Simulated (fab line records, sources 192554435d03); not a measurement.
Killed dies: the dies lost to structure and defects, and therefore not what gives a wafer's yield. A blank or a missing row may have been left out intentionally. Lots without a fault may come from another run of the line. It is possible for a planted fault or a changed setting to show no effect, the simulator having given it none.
Split-lot experiment / flow n5 finfet / 21 wafers read from 7 lots, route of 1938 steps

ABOUT THE SPLIT
At N5_SD_ACTIVATION_LSA_01 (time 0.0008 s), the setting temp c was moved away from the recipe's 1080 C on 5 of the 21 wafers read, by -2.8% to +2.1%. This setting was run at the recipe's value on the other wafers.

There is no step in the file separating the split from the reading.

THE READING
RS_SD_N (ohm/sq), read at N5_SD_ACTIVATION_RS_MEAS_03 with a four-point probe. On this fab line, fault-free wafers typically give 21.9 ohm/sq with a standard deviation of 0.3 ohm/sq.

wafer=L077.1; tool, chamber at the split=laser anneal-02, 0; temp c as run, C=1080; against the recipe=recipe; RS_SD_N, ohm/sq=21.6; against lot-mates on the recipe=-
wafer=L077.3; tool, chamber at the split=laser anneal-02, 0; temp c as run, C=1080; against the recipe=recipe; RS_SD_N, ohm/sq=21.7; against lot-mates on the recipe=-
wafer=L077.4; tool, chamber at the split=laser anneal-02, 0; temp c as run, C=1080; against the recipe=recipe; RS_SD_N, ohm/sq=21.6; against lot-mates on the recipe=-
wafer=L081.3; tool, chamber at the split=laser anneal-02, 0; temp c as run, C=1080; against the recipe=recipe; RS_SD_N, ohm/sq=21.6; against lot-mates on the recipe=-
wafer=L081.5; tool, chamber at the split=laser anneal-02, 0; temp c as run, C=1080; against the recipe=recipe; RS_SD_N, ohm/sq=21.6; against lot-mates on the recipe=-
wafer=L081.6; tool, chamber at the split=laser anneal-02, 0; temp c as run, C=1080; against the recipe=recipe; RS_SD_N, ohm/sq=21.8; against lot-mates on the recipe=-
wafer=L088.1; tool, chamber at the split=laser anneal-01, 0; temp c as run, C=1080; against the recipe=recipe; RS_SD_N, ohm/sq=21.8; against lot-mates on the recipe=-
wafer=L088.3; tool, chamber at the split=laser anneal-01, 0; temp c as run, C=1080; against the recipe=recipe; RS_SD_N, ohm/sq=22.0; against lot-mates on the recipe=-
wafer=L088.5; tool, chamber at the split=laser anneal-01, 0; temp c as run, C=1057; against the recipe=-2.1%; RS_SD_N, ohm/sq=24.4; against lot-mates on the recipe=+2.5
wafer=L090.1; tool, chamber at the split=laser anneal-02, 0; temp c as run, C=1080; against the recipe=recipe; RS_SD_N, ohm/sq=22.4; against lot-mates on the recipe=-
wafer=L090.4; tool, chamber at the split=laser anneal-02, 0; temp c as run, C=1080; against the recipe=recipe; RS_SD_N, ohm/sq=22.6; against lot-mates on the recipe=-
wafer=L090.5; tool, chamber at the split=laser anneal-02, 0; temp c as run, C=1080; against the recipe=recipe; RS_SD_N, ohm/sq=22.4; against lot-mates on the recipe=-
wafer=L091.3; tool, chamber at the split=laser anneal-01, 0; temp c as run, C=1071; against the recipe=-0.8%; RS_SD_N, ohm/sq=23.2; against lot-mates on the recipe=+0.9
wafer=L091.4; tool, chamber at the split=laser anneal-01, 0; temp c as run, C=1080; against the recipe=recipe; RS_SD_N, ohm/sq=22.3; against lot-mates on the recipe=-
wafer=L091.6; tool, chamber at the split=laser anneal-01, 0; temp c as run, C=1080; against the recipe=recipe; RS_SD_N, ohm/sq=22.2; against lot-mates on the recipe=-
wafer=L095.3; tool, chamber at the split=laser anneal-01, 0; temp c as run, C=1050; against the recipe=-2.8%; RS_SD_N, ohm/sq=25.3; against lot-mates on the recipe=+3.3
wafer=L095.4; tool, chamber at the split=laser anneal-01, 0; temp c as run, C=1050; against the recipe=-2.8%; RS_SD_N, ohm/sq=25.3; against lot-mates on the recipe=+3.3
wafer=L095.6; tool, chamber at the split=laser anneal-01, 0; temp c as run, C=1080; against the recipe=recipe; RS_SD_N, ohm/sq=22.0; against lot-mates on the recipe=-
wafer=L096.1; tool, chamber at the split=laser anneal-02, 0; temp c as run, C=1103; against the recipe=+2.1%; RS_SD_N, ohm/sq=19.8; against lot-mates on the recipe=-2.3
wafer=L096.4; tool, chamber at the split=laser anneal-02, 0; temp c as run, C=1080; against the recipe=recipe; RS_SD_N, ohm/sq=22.0; against lot-mates on the recipe=-
wafer=L096.5; tool, chamber at the split=laser anneal-02, 0; temp c as run, C=1080; against the recipe=recipe; RS_SD_N, ohm/sq=22.2; against lot-mates on the recipe=-

THE FIT
A straight line over all 21 wafers: RS_SD_N changes by -1.15 ohm/sq for each +1% of temp c; r = -0.97; the points scatter about the line by 0.31 ohm/sq.
The same after taking each lot's own level away (the mean of its wafers on the recipe; 21 wafers): -1.16 ohm/sq for each +1%; r = -1.00; scatter 0.086 ohm/sq.
The reading moves by 3.2 ohm/sq for the largest change in temp c, on that fit.
The lots' own levels span 21.63 to 22.47 ohm/sq, that is 2.8 times the standard deviation above.
So the lot-to-lot level changes the slope little: the two slopes agree.
Check: with one of the wafers moved furthest among these (-2.8%) left out of the fit, the line predicts +3.21 ohm/sq for it against its lot-mates. It came out at +3.3 ohm/sq against them.
Tool readings at the split's step, against how far the setting was moved: wafer_temp_C_max r = +1.00.

THE WHOLE CHAIN: every reading that the file lists as answering this split, in the file's order
step=N5_SD_ACTIVATION_LSA_01; what it does=time 0.0008 s; reading=wafer_temp_C_max; change (the file's fit)=withheld for each +1% of the setting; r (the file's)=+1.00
step=N5_SD_ACTIVATION_RS_MEAS_03; what it does=measures by four-point-probe; reading=RS_SD_N; change (the file's fit)=-1.15 for each +1% of the setting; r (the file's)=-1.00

THE FILE'S OWN FIT
RS_SD_N changes by -1.15 ohm/sq for each +1% of temp c, r = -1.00.
